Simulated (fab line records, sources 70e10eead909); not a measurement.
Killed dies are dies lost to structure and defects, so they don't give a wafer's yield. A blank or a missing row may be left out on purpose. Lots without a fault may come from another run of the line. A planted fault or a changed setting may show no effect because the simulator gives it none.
Chamber matching | flow nand_harc | NHARC_A_STAIRCASE_DEP_259 on pecvd-04: 3 sister chambers
The step deposits SiON, target thk 30 nm. 16 wafers are shown with their chamber, then 8 later ones without.

WAFERS WITH THEIR CHAMBER
wafer  | chamber | heater_power_outer_w (W) | heater_power_w (W) | showerhead_vpp_V (V)
L078.3 | 2       | 320                      | 597                | 1175
L078.5 | 2       | 324                      | 595                | 1167
L078.6 | 0       | 510                      | 838                | 1226
L077.3 | 2       | 330                      | 626                | 1182
L077.5 | 2       | 331                      | 615                | 1180
L077.6 | 1       | 618                      | 962                | 1128
L079.1 | 1       | 554                      | 872                | 1154
L079.2 | 2       | 302                      | 577                | 1171
L079.5 | 1       | 568                      | 869                | 1145
L082.3 | 1       | 607                      | 913                | 1144
L082.4 | 0       | 488                      | 829                | 1199
L082.5 | 1       | 603                      | 905                | 1141
L080.1 | 2       | 369                      | 688                | 1173
L080.2 | 1       | 604                      | 936                | 1138
L080.3 | 0       | 472                      | 807                | 1217
L083.2 | 0       | 475                      | 794                | 1206

SIGNATURES (means of the wafers above)
reading              | chamber 0 | chamber 1 | chamber 2 | scatter within a chamber
heater_power_outer_w | 486.25    | 592.33    | 329.33    | 22.4
heater_power_w       | 817.00    | 909.50    | 616.33    | 34.4
showerhead_vpp_V     | 1212.00   | 1141.67   | 1174.67   | 8.56
Rule: a wafer's distance from a chamber is the root of the sum, over the readings, of the square of ((its reading less the chamber's mean) divided by the reading's scatter). The wafer belongs to the nearest chamber; if the next one is less than 2 further off, it can't be placed. The scatter: the root of (the sum of the squares of (reading less its chamber's mean) over the shown wafers, divided by (wafers less chambers)).

WAFERS WITHOUT THEIR CHAMBER
wafer  | heater_power_outer_w (W) | heater_power_w (W) | showerhead_vpp_V (V)
L083.3 | 311                      | 614                | 1177
L083.5 | 321                      | 608                | 1191
L090.2 | 510                      | 781                | 1142
L090.3 | 460                      | 791                | 1225
L090.6 | 517                      | 797                | 1134
L096.3 | 429                      | 746                | 1236
L096.5 | 578                      | 909                | 1146
L096.6 | 417                      | 770                | 1212

WHICH CHAMBER EACH WENT THROUGH
wafer  | from the rows above | in truth
L083.3 | 2                   | 2
L083.5 | 2                   | 2
L090.2 | 1                   | 1
L090.3 | 0                   | 0
L090.6 | 1                   | 1
L096.3 | 0                   | 0
L096.5 | 1                   | 1
L096.6 | 0                   | 0
Placed correctly: 8 of 8. Can't be placed from these rows: 0. Placed wrongly: 0.
